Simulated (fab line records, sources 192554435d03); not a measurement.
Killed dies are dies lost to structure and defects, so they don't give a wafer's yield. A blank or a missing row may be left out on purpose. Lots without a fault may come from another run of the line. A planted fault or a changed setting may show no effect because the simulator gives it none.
Which tool did it? | flow n5_finfet | 14 lots, 41 wafers sampled, at 4 steps of a route of 1938

WHAT THE GAUGES READ, wafer by wafer
The record holds no reading of a measuring or inspecting step that can be judged against a usual standard deviation.

WHICH TOOL RAN EACH LOT (tool, then ch and the chambers of the sampled wafers, then the start)
lot  | N5_MOL_CONTACT_COAG_CO_FILL_22   | N5_MOL_CONTACT_COAG_ALD_27        | N5_MOL_CONTACT_COAG_EXPOSE_81     | N5_MOL_CONTACT_COAG_ETCH_90
L392 | cvd_co-02 ch 1,2, day 4 18:53    | ald_sin-02 ch 0,1, day 5 02:44    | euv_scanner-02 ch 0, day 5 05:20  | rie_diel-04 ch 0,1, day 5 05:38
L393 | cvd_co-02 ch 0,2, day 5 01:09    | ald_sin-04 ch 0,1,2, day 5 05:20  | euv_scanner-01 ch 0, day 5 08:13  | rie_diel-04 ch 1,2,3, day 5 09:07
L394 | cvd_co-02 ch 0,1,2, day 5 09:06  | ald_sin-02 ch 0,3, day 5 13:41    | euv_scanner-01 ch 0, day 5 16:28  | rie_diel-04 ch 0,3, day 5 16:46
L395 | cvd_co-01 ch 0,1,2, day 5 12:52  | ald_sin-02 ch 0,2,3, day 5 16:01  | euv_scanner-02 ch 0, day 5 18:44  | rie_diel-04 ch 0,1, day 5 19:04
L396 | cvd_co-01 ch 0,1,2, day 5 18:38  | ald_sin-04 ch 1,3, day 5 21:26    | euv_scanner-02 ch 0, day 6 00:02  | rie_diel-05 ch 1,3, day 6 01:05
L397 | cvd_co-01 ch 0,2, day 6 00:23    | ald_sin-02 ch 3, day 6 04:05      | euv_scanner-01 ch 0, day 6 06:52  | rie_diel-04 ch 0,2, day 6 08:01
L398 | cvd_co-01 ch 0,2, day 6 04:56    | ald_sin-04 ch 0,2, day 6 08:54    | euv_scanner-01 ch 0, day 6 11:30  | rie_diel-04 ch 0,2, day 6 12:01
L403 | cvd_co-01 ch 0,2, day 7 11:22    | ald_sin-02 ch 0,3, day 7 15:33    | euv_scanner-02, day 7 18:09       | rie_diel-04 ch 1,2, day 7 18:28
L404 | cvd_co-01 ch 0,1,2, day 7 21:38  | ald_sin-01 ch 1,2, day 8 03:16    | euv_scanner-02, day 8 05:52       | rie_diel-01 ch 2,3, day 8 06:44
L405 | cvd_co-02 ch 1,2, day 8 03:26    | ald_sin-02 ch 1,3, day 8 07:08    | euv_scanner-01 ch 0, day 8 11:53  | rie_diel-01 ch 1,2, day 8 12:22
L406 | cvd_co-01 ch 0,1, day 8 05:52    | ald_sin-04 ch 0,1,3, day 8 11:56  | euv_scanner-02 ch 0, day 8 14:40  | rie_diel-05 ch 0,1,2, day 8 14:59
L410 | cvd_co-02 ch 0,1, day 9 09:36    | ald_sin-04 ch 0,1,2, day 9 14:05  | euv_scanner-02 ch 0, day 9 16:41  | rie_diel-05 ch 1,3, day 9 17:01
L414 | cvd_co-01 ch 1,2, day 10 09:41   | ald_sin-04 ch 0,2,3, day 10 13:02 | euv_scanner-01 ch 0, day 10 15:47 | rie_diel-04 ch 1,2,3, day 10 16:11
L415 | cvd_co-01 ch 0,1,2, day 10 14:52 | ald_sin-04 ch 0,1,3, day 10 18:24 | euv_scanner-01 ch 0, day 10 21:01 | rie_diel-01 ch 0,2, day 10 21:20
- N5_MOL_CONTACT_COAG_CO_FILL_22: material Co, precursor CCTBA/H2, target thk 20 nm.
- N5_MOL_CONTACT_COAG_ALD_27: deposits SiOC, target thk 17 nm, pulse time 1.5 s, time 2720 s.
- N5_MOL_CONTACT_COAG_EXPOSE_81: exposes mask VG, defocus 0 nm.
- N5_MOL_CONTACT_COAG_ETCH_90: etches SiARC in CF4, target depth 13 nm, time 21.7 s.

WHAT THE TOOLS THEMSELVES READ (means of the sampled wafers that have a number; where no wafer has one, the mark that the record gives instead)
N5_MOL_CONTACT_COAG_CO_FILL_22. Usual: heater_power_w 225 W, standard deviation 12.
lot  | tool      | heater_power_w (W) | flag
L392 | cvd_co-02 | 238                |
L393 | cvd_co-02 | 218                |
L394 | cvd_co-02 | 230                |
L395 | cvd_co-01 | 221                |
L396 | cvd_co-01 | 219                |
L397 | cvd_co-01 | 218                |
L398 | cvd_co-01 | 216                |
L403 | cvd_co-01 | 217                |
L404 | cvd_co-01 | 222                |
L405 | cvd_co-02 | 226                |
L406 | cvd_co-01 | 228                |
L410 | cvd_co-02 | 243                |
L414 | cvd_co-01 | 220                |
L415 | cvd_co-01 | 225                |

N5_MOL_CONTACT_COAG_ALD_27. Usual: heater_power_w 795 W, standard deviation 64; precursor_pulse_height_rel 1.000, standard deviation 0.02.
lot  | tool       | heater_power_w (W) | precursor_pulse_height_rel | flag
L392 | ald_sin-02 | 754                | 0.999                      |
L393 | ald_sin-04 | 822                | 1.000                      |
L394 | ald_sin-02 | 703                | 0.979                      |
L395 | ald_sin-02 | 759                | 0.999                      |
L396 | ald_sin-04 | 781                | 1.014                      |
L397 | ald_sin-02 | 702                | 1.013                      |
L398 | ald_sin-04 | 814                | 1.001                      |
L403 | ald_sin-02 | 706                | 1.004                      |
L404 | ald_sin-01 | 806                | 1.017                      |
L405 | ald_sin-02 | 739                | 0.983                      |
L406 | ald_sin-04 | 793                | 0.999                      |
L410 | ald_sin-04 | 820                | 1.010                      |
L414 | ald_sin-04 | 814                | 0.998                      |
L415 | ald_sin-04 | 814                | 0.974                      |

N5_MOL_CONTACT_COAG_EXPOSE_81. Usual: exposure_dose_mJ_cm2 59.9, standard deviation 0.58; focus_offset_nm 0.0 nm, standard deviation 0.43.
lot  | tool           | exposure_dose_mJ_cm2 | focus_offset_nm (nm) | flag
L392 | euv_scanner-02 | 59.5                 | 0.4                  |
L393 | euv_scanner-01 | 59.4                 | 0.3                  |
L394 | euv_scanner-01 | 59.3                 | 0.4                  |
L395 | euv_scanner-02 | 59.4                 | 0.2                  |
L396 | euv_scanner-02 | 59.4                 | 0.4                  |
L397 | euv_scanner-01 | 59.3                 | -0.7                 |
L398 | euv_scanner-01 | 59.4                 | -0.2                 |
L403 | euv_scanner-02 | -                    | -                    | OFF
L404 | euv_scanner-02 | -                    | -                    | OFF
L405 | euv_scanner-01 | 59.4                 | -0.9                 |
L406 | euv_scanner-02 | 60.6                 | -0.1                 |
L410 | euv_scanner-02 | 60.5                 | 0.4                  |
L414 | euv_scanner-01 | 59.3                 | 0.2                  |
L415 | euv_scanner-01 | 59.3                 | 0.3                  |

N5_MOL_CONTACT_COAG_ETCH_90. Usual: cf4_flow_sccm 100.05 sccm, standard deviation 0.3; drypump_motor_current_A 5.4 A, standard deviation 0.54; etch_rf_on_time_s 22.1 s, standard deviation 0.68; oes_product_au 0.65 a.u., standard deviation 0.082; rf_vpp_V 183.7 V, standard deviation 1.3; showerhead_plenum_p_Torr 2.11 Torr, standard deviation 0.069; throttle_valve_pct 15.58 %, standard deviation 0.28.
lot  | tool        | cf4_flow_sccm (sccm) | drypump_motor_current_A (A) | etch_rf_on_time_s (s) | oes_product_au (a.u.) | rf_vpp_V (V) | showerhead_plenum_p_Torr (Torr) | throttle_valve_pct (%) | flag
L392 | rie_diel-04 | 99.86                | 5.4                         | 22.1                  | 0.59                  | 182.8        | 2.09                            | 15.89                  |
L393 | rie_diel-04 | 100.03               | 5.2                         | 22.1                  | 0.61                  | 183.4        | 2.11                            | 15.63                  |
L394 | rie_diel-04 | 100.09               | 5.2                         | 22.2                  | 0.60                  | 184.2        | 2.16                            | 16.01                  |
L395 | rie_diel-04 | 100.38               | 5.3                         | 22.8                  | 0.57                  | 182.7        | 2.05                            | 15.76                  |
L396 | rie_diel-05 | 100.10               | 5.9                         | 22.3                  | 0.64                  | 183.5        | 2.06                            | 15.65                  |
L397 | rie_diel-04 | 99.88                | 5.3                         | 22.0                  | 0.60                  | 183.2        | 2.08                            | 15.72                  |
L398 | rie_diel-04 | 99.95                | 5.4                         | 21.6                  | 0.61                  | 182.7        | 2.07                            | 15.61                  |
L403 | rie_diel-04 | 100.34               | 5.3                         | 22.3                  | 0.26                  | 182.3        | 2.02                            | 15.56                  | OFF
L404 | rie_diel-01 | 100.23               | 5.3                         | 22.5                  | 0.26                  | 183.8        | 2.10                            | 15.58                  | OFF
L405 | rie_diel-01 | 100.10               | 5.8                         | 22.6                  | 0.58                  | 184.1        | 2.13                            | 15.75                  |
L406 | rie_diel-05 | 99.92                | 5.8                         | 22.0                  | 0.70                  | 184.2        | 2.11                            | 15.35                  |
L410 | rie_diel-05 | 100.22               | 5.9                         | 22.3                  | 0.62                  | 183.3        | 2.05                            | 15.72                  |
L414 | rie_diel-04 | 100.07               | 5.2                         | 22.1                  | 0.65                  | 184.2        | 2.17                            | 15.58                  |
L415 | rie_diel-01 | 100.13               | 5.8                         | 22.1                  | 0.79                  | 183.5        | 2.10                            | 15.37                  |

THE ANSWER, worked out from the rows above alone
Rule: a lot is off if the mean of its wafers that have a number lies more than 3 standard deviations from the usual mean. A lot without any number at a reading at which 4 lots or more have one is off too. The other lots that the step has rows for count as sound. The gauges are gone through in route order, then the tools' own readings, and for those a lot's mean is taken as printed above. The first step at which some lot is off is used, and at that step the reading that is off furthest; a lot without a number counts as furthest.
Off: L403, L404, at N5_MOL_CONTACT_COAG_EXPOSE_81 (exposure_dose_mJ_cm2). Without a number there: L403, L404.
A tool fits if, at that step or a process step before it, it ran every lot that is off, and no sound lot after the first of them. None of those tried fits.

WHAT THE SIMULATOR HAD PUT IN
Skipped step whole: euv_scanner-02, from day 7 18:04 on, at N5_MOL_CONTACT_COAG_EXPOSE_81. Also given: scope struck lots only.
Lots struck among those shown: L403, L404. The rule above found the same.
